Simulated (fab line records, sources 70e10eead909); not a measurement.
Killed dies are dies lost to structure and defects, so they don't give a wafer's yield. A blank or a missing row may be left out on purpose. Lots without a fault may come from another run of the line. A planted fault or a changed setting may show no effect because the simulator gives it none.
Chamber matching | flow nand_harc | NHARC_A_SGD_CUT_ETCHBACK_24 on rie_diel-09: 4 sister chambers
The step etches the open film in CH3F/O2, target depth 50 nm, time 92.857 s. 22 wafers are shown with their chamber, then 11 later ones without.

WAFERS WITH THEIR CHAMBER
wafer  | chamber | showerhead_plenum_p_Torr (Torr) | drypump_motor_current_A (A) | rf_vpp_V (V)
L075.3 | 0       | 2.57                            | 5.7                         | 244.6
L075.4 | 3       | 2.42                            | 5.4                         | 242.7
L075.5 | 0       | 2.57                            | 5.7                         | 245.3
L076.1 | 0       | 2.57                            | 5.7                         | 245.8
L076.2 | 2       | 2.40                            | 5.9                         | 243.2
L076.5 | 3       | 2.42                            | 5.5                         | 243.4
L080.3 | 3       | 2.42                            | 5.5                         | 244.4
L080.4 | 1       | 2.47                            | 5.3                         | 243.8
L080.5 | 3       | 2.42                            | 5.4                         | 242.5
L083.1 | 2       | 2.40                            | 5.8                         | 243.9
L083.2 | 0       | 2.56                            | 5.7                         | 246.3
L083.6 | 2       | 2.40                            | 5.9                         | 243.1
L081.1 | 0       | 2.57                            | 5.7                         | 245.9
L081.4 | 2       | 2.40                            | 5.9                         | 244.4
L081.5 | 1       | 2.47                            | 5.3                         | 242.6
L084.2 | 2       | 2.40                            | 5.9                         | 243.1
L084.4 | 3       | 2.42                            | 5.5                         | 243.1
L084.5 | 2       | 2.40                            | 5.9                         | 243.7
L086.2 | 0       | 2.56                            | 5.7                         | 246.3
L086.5 | 2       | 2.40                            | 5.9                         | 243.5
L086.6 | 3       | 2.42                            | 5.4                         | 243.3
L087.1 | 3       | 2.42                            | 5.5                         | 245.0

SIGNATURES (means of the wafers above)
reading                  | chamber 0 | chamber 1 | chamber 2 | chamber 3 | scatter within a chamber
showerhead_plenum_p_Torr | 2.5667    | 2.4700    | 2.4000    | 2.4200    | 0.00272
drypump_motor_current_A  | 5.700     | 5.300     | 5.886     | 5.457     | 0.0378
rf_vpp_V                 | 245.700   | 243.200   | 243.557   | 243.486   | 0.714
Rule: a wafer's distance from a chamber is the root of the sum, over the readings, of the square of ((its reading less the chamber's mean) divided by the reading's scatter). The wafer belongs to the nearest chamber; if the next one is less than 2 further off, it can't be placed. The scatter: the root of (the sum of the squares of (reading less its chamber's mean) over the shown wafers, divided by (wafers less chambers)).

WAFERS WITHOUT THEIR CHAMBER
wafer  | showerhead_plenum_p_Torr (Torr) | drypump_motor_current_A (A) | rf_vpp_V (V)
L087.2 | 2.40                            | 5.9                         | 242.7
L087.4 | 2.42                            | 5.5                         | 244.9
L091.2 | 2.56                            | 5.7                         | 245.0
L091.3 | 2.40                            | 5.9                         | 244.1
L091.5 | 2.42                            | 5.4                         | 244.5
L092.1 | 2.42                            | 5.4                         | 243.2
L092.3 | 2.40                            | 5.9                         | 244.5
L092.6 | 2.56                            | 5.7                         | 246.4
L097.1 | 2.56                            | 5.7                         | 245.9
L097.2 | 2.42                            | 5.5                         | 243.6
L097.4 | 2.40                            | 5.9                         | 243.9

WHICH CHAMBER EACH WENT THROUGH
wafer  | from the rows above | in truth
L087.2 | 2                   | 2
L087.4 | 3                   | 3
L091.2 | 0                   | 0
L091.3 | 2                   | 2
L091.5 | 3                   | 3
L092.1 | 3                   | 3
L092.3 | 2                   | 2
L092.6 | 0                   | 0
L097.1 | 0                   | 0
L097.2 | 3                   | 3
L097.4 | 2                   | 2
Placed correctly: 11 of 11. Can't be placed from these rows: 0. Placed wrongly: 0.
